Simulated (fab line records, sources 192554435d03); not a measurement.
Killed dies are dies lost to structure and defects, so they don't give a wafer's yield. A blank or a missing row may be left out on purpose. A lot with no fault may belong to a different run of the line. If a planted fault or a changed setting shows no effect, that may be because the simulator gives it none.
Which tool is to blame? -- flow n5-finfet -- 9 lots with 26 wafers sampled at 5 steps, on a route of 1938 steps

## WHAT THE GAUGES READ, wafer by wafer
N5_BEOL_M1_CD_MEAS_28: target cd y 23.3 nm. Usual: cd-nm at 23.95 nm, with a standard deviation of 0.24.
lot,measured,on,cd-nm (nm),flag
L843,day 7 09:55,cd-sem-03,23.93 23.53 24.13,
L838,day 7 10:05,cd-sem-02,23.72 24.12 24.04,
L844,day 7 15:27,cd-sem-02,23.76 23.79 23.85,
L851,day 9 16:37,cd-sem-03,24.05 23.98 23.91,
L854,day 10 01:14,cd-sem-01,23.57 23.59,
L857,day 11 03:03,cd-sem-02,23.94 24.02 23.38,
L858,day 11 06:51,cd-sem-03,23.83 24.02 24.12,
L859,day 11 16:11,cd-sem-03,24.17 23.48 23.87,
L860,day 12 00:00,cd-sem-02,24.40 23.94 24.09,

N5_BEOL_M4_RC_MEAS_101. Usual: DIBL_N 37.1 mV/V, standard deviation 1.8; DIBL_P 37.2 mV/V, standard deviation 2.1; IOFF_N 0.17 nA/um, standard deviation 0.033; IOFF_P 0.22 nA/um, standard deviation 0.037; ION_N 680 uA/um, standard deviation 11; ION_P 464 uA/um, standard deviation 7.7; SS_N 71.7 mV/dec, standard deviation 0.63; SS_P 73.6 mV/dec, standard deviation 0.67; VT_N 248.9 mV, standard deviation 2.9; VT_P -251 mV, standard deviation 3.6.
lot,measured,on,DIBL_N (mV/V),DIBL_P (mV/V),IOFF_N (nA/um),IOFF_P (nA/um),ION_N (uA/um),ION_P (uA/um),SS_N (mV/dec),SS_P (mV/dec),VT_N (mV),VT_P (mV),flag
L843,day 10 00:26,prober-02,37.3 39.4 37.5,37.8 38.5 36.9,0.18 0.21 0.18,0.23 0.24 0.22,690 693 689,467 462 468,71.9 72.3 71.6,74.0 74.5 73.8,246.8 245.6 246.4,-249 -248 -249,
L838,day 9 21:03,prober-02,37.9 38.6 38.9,37.9 38.6 40.7,0.17 0.19 0.21,0.20 0.22 0.26,671 677 713,454 459 480,72.0 72.0 71.7,73.3 73.4 73.4,250.8 247.7 244.9,-250 -249 -249,
L844,day 9 19:16,prober-02,36.6 37.9 38.8,35.3 38.5 38.1,0.14 0.18 0.19,0.16 0.22 0.21,663 684 681,449 464 463,72.0 72.4 71.7,72.9 74.1 74.2,253.8 248.7 249.6,-254 -253 -253,
L851,day 12 19:37,prober-02,38.4 40.1 35.5,37.8 40.3 35.3,0.18 0.21 0.12,0.22 0.27 0.19,676 688 671,461 474 467,70.8 71.5 70.7,73.7 74.3 73.8,247.8 247.0 252.9,-251 -247 -252,
L854,day 12 17:26,prober-01,39.9 36.9,40.1 36.5,0.23 0.15,0.24 0.17,699 674,466 457,72.2 72.1,73.9 73.3,243.1 249.0,-252 -257,
L857,day 13 19:06,prober-02,37.3 38.2 41.6,37.1 37.8 41.5,0.17 0.20 0.29,0.22 0.24 0.31,703 677 701,478 462 477,72.3 71.6 72.4,73.7 74.4 75.2,246.6 245.7 241.5,-249 -250 -244,
L858,day 14 01:49,prober-02,35.7 35.8 37.6,35.8 34.0 37.0,0.15 0.15 0.17,0.21 0.19 0.22,669 673 674,465 461 468,71.6 72.0 72.0,73.1 72.5 73.2,250.2 251.8 251.1,-251 -252 -249,
L859,day 14 06:01,prober-01,38.4 37.4 37.3,37.9 36.2 35.7,0.20 0.18 0.17,0.24 0.22 0.21,695 678 666,469 461 461,72.2 72.0 71.5,74.3 73.4 73.1,243.4 247.8 249.1,-249 -251 -252,
L860,day 14 10:52,prober-02,39.5 40.7 37.4,39.0 38.9 35.8,0.18 0.21 0.16,0.24 0.24 0.20,664 678 680,463 461 461,71.9 73.2 71.3,73.9 74.5 73.8,249.3 247.9 250.8,-248 -247 -250,

## WHICH TOOL RAN EACH LOT (tool, then ch and the chambers of the sampled wafers, then the start)
lot,N5_BEOL_M1_ETCH_64,N5_BEOL_M1_VIA_ETCH_34,N5_BEOL_M1_STRIP_36
L843,"rie-diel-06 ch 0,2,3, day 7 09:04","rie-diel-04 ch 0,3, day 7 23:37","rie-diel-04 ch 0,3, day 7 23:41"
L838,"rie-diel-06 ch 2,3, day 7 09:20","rie-diel-04 ch 1,3, day 8 00:30","rie-diel-04 ch 1,3, day 8 00:34"
L844,"rie-diel-06 ch 1,2, day 7 14:25","rie-diel-04 ch 1,3, day 8 04:30","rie-diel-04 ch 1,3, day 8 04:34"
L851,"rie-diel-06 ch 0,2,3, day 9 15:57","rie-diel-04 ch 1,3, day 9 23:02","rie-diel-04 ch 1,3, day 9 23:05"
L854,"rie-diel-02 ch 1,3, day 10 00:26","rie-diel-04 ch 0,1, day 10 09:40","rie-diel-04 ch 0,1, day 10 09:44"
L857,"rie-diel-04 ch 1,2, day 11 02:14","rie-diel-06 ch 0,2, day 11 19:53","rie-diel-06 ch 0,2, day 11 19:56"
L858,"rie-diel-06 ch 0,1, day 11 06:07","rie-diel-02 ch 0,1,3, day 11 22:53","rie-diel-02 ch 0,1,3, day 11 22:57"
L859,"rie-diel-06 ch 0,1,3, day 11 15:23","rie-diel-02 ch 0,1,2, day 11 23:47","rie-diel-02 ch 0,1,2, day 11 23:51"
L860,"rie-diel-04 ch 0,3, day 11 23:17","rie-diel-02 ch 1,2, day 12 02:37","rie-diel-02 ch 1,2, day 12 02:40"
- N5_BEOL_M1_ETCH_64: etches SOC in N2/H2, target depth 75 nm, overetch 15 nm, time 112.5 s.
- N5_BEOL_M1_VIA_ETCH_34: etches the open film in C4F6/O2, target depth 67.8 nm, time 64.4 s.
- N5_BEOL_M1_STRIP_36: strips in N2/H2.

## AS READ BY THE TOOLS THEMSELVES (means over the sampled wafers that have a number; for cases with no such wafer, the mark the record gives instead)
N5_BEOL_M1_ETCH_64. Usual: drypump-motor-current-A 5.8 A, standard deviation 0.32; oes-product-au 0.63 a.u., standard deviation 0.071; rf-vpp-V 524.0 V, standard deviation 2.6; showerhead-plenum-p-Torr 2.55 Torr, standard deviation 0.094; throttle-valve-pct 17.87 %, standard deviation 0.29.
lot,tool,drypump-motor-current-A (A),oes-product-au (a.u.),rf-vpp-V (V),showerhead-plenum-p-Torr (Torr),throttle-valve-pct (%),flag
L843,rie-diel-06,5.9,0.67,524.6,2.58,17.71,
L838,rie-diel-06,5.9,0.65,524.1,2.54,18.01,
L844,rie-diel-06,5.9,0.58,525.5,2.57,17.74,
L851,rie-diel-06,5.9,0.65,524.8,2.57,17.75,
L854,rie-diel-02,5.9,0.65,524.7,2.56,17.94,
L857,rie-diel-04,5.6,0.55,523.3,2.56,18.09,
L858,rie-diel-06,5.9,0.70,525.9,2.62,17.47,
L859,rie-diel-06,5.9,0.69,524.2,2.58,17.79,
L860,rie-diel-04,5.7,0.68,525.8,2.63,17.73,

N5_BEOL_M1_VIA_ETCH_34. Usual: drypump-motor-current-A is 5.9 A with standard deviation 0.38, oes_f_703_au is 0.78 a.u. with standard deviation 0.09, oes-product-au is 0.78 a.u. with standard deviation 0.093, rf-vpp-V is 665 V with standard deviation 12, run-length-s is 87.4 s with standard deviation 0.45, showerhead-plenum-p-Torr is 2.84 Torr with standard deviation 0.092, and throttle-valve-pct is 30.89 % with standard deviation 0.25.
lot,tool,drypump-motor-current-A (A),oes_f_703_au (a.u.),oes-product-au (a.u.),rf-vpp-V (V),run-length-s (s),showerhead-plenum-p-Torr (Torr),throttle-valve-pct (%),flag
L843,rie-diel-04,6.0,0.75,0.73,674,87.0,2.76,30.91,
L838,rie-diel-04,5.7,0.75,0.73,656,87.4,2.85,31.03,
L844,rie-diel-04,5.7,0.74,0.73,656,87.7,2.85,31.03,
L851,rie-diel-04,5.5,0.79,0.78,660,76.4,2.87,30.89,OFF
L854,rie-diel-04,6.0,0.67,0.67,665,79.2,2.74,31.12,OFF
L857,rie-diel-06,5.8,0.83,0.81,664,88.0,2.91,30.46,
L858,rie-diel-02,6.1,0.76,0.75,661,87.5,2.81,30.92,
L859,rie-diel-02,5.9,0.75,0.76,671,87.4,2.80,30.94,
L860,rie-diel-02,5.7,0.76,0.77,675,87.4,2.85,31.03,

N5_BEOL_M1_STRIP_36. Usual: drypump-motor-current-A 5.9 A, standard deviation 0.38; oes-product-au 0.78 a.u., standard deviation 0.095; rf-vpp-V 59.2 V, standard deviation 1.5; showerhead-plenum-p-Torr 2.53 Torr, standard deviation 0.084; throttle-valve-pct 23.82 %, standard deviation 0.29.
lot,tool,drypump-motor-current-A (A),oes-product-au (a.u.),rf-vpp-V (V),showerhead-plenum-p-Torr (Torr),throttle-valve-pct (%),flag
L843,rie-diel-04,6.0,0.74,57.3,2.46,23.92,
L838,rie-diel-04,5.7,0.74,59.1,2.54,23.91,
L844,rie-diel-04,5.7,0.73,59.4,2.54,23.92,
L851,rie-diel-04,5.5,0.77,60.3,2.56,23.81,
L854,rie-diel-04,6.0,0.66,59.5,2.45,24.09,
L857,rie-diel-06,5.9,0.82,60.6,2.60,23.23,
L858,rie-diel-02,6.1,0.76,57.2,2.50,23.88,
L859,rie-diel-02,5.9,0.77,59.0,2.50,23.94,
L860,rie-diel-02,5.7,0.77,59.0,2.55,24.05,

## THE ANSWER, worked out from the rows above alone
Rule: a lot is off if the mean of its wafers that have a number lies more than 3 standard deviations from the usual mean. A lot without any number at a reading at which 4 lots or more have one is off too. The other lots that the step has rows for count as sound. Order of review: gauges by route order, followed by the tools' own readings, for which a lot's mean as printed above is used. The first step at which some lot is off is used, and at that step the reading that is off furthest; a lot without a number counts as furthest.
Off: L851, L854, at N5_BEOL_M1_VIA_ETCH_34 (run-length-s).
A tool fits if, at that step or a process step before it, it ran every lot that is off, and no sound lot after the first of them. One fits: N5_BEOL_M1_VIA_ETCH_34 on rie-diel-04. Its last sound lot is L844 (day 8 04:30), its first lot that is off L851 (day 9 23:02): a fault that began between those two fits.
The tool's own readings at N5_BEOL_M1_VIA_ETCH_34 bear it out: on the lots that are off they differ by more than 5 times the standard deviation of the sound lots' means. run-length-s reads 77.8 s there against 87.5 s on the sound lots.

## WHAT THE SIMULATOR HAD PUT IN
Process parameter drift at N5_BEOL_M1_VIA_ETCH_34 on rie-diel-04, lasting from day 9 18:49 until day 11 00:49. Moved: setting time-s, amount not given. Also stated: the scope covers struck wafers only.
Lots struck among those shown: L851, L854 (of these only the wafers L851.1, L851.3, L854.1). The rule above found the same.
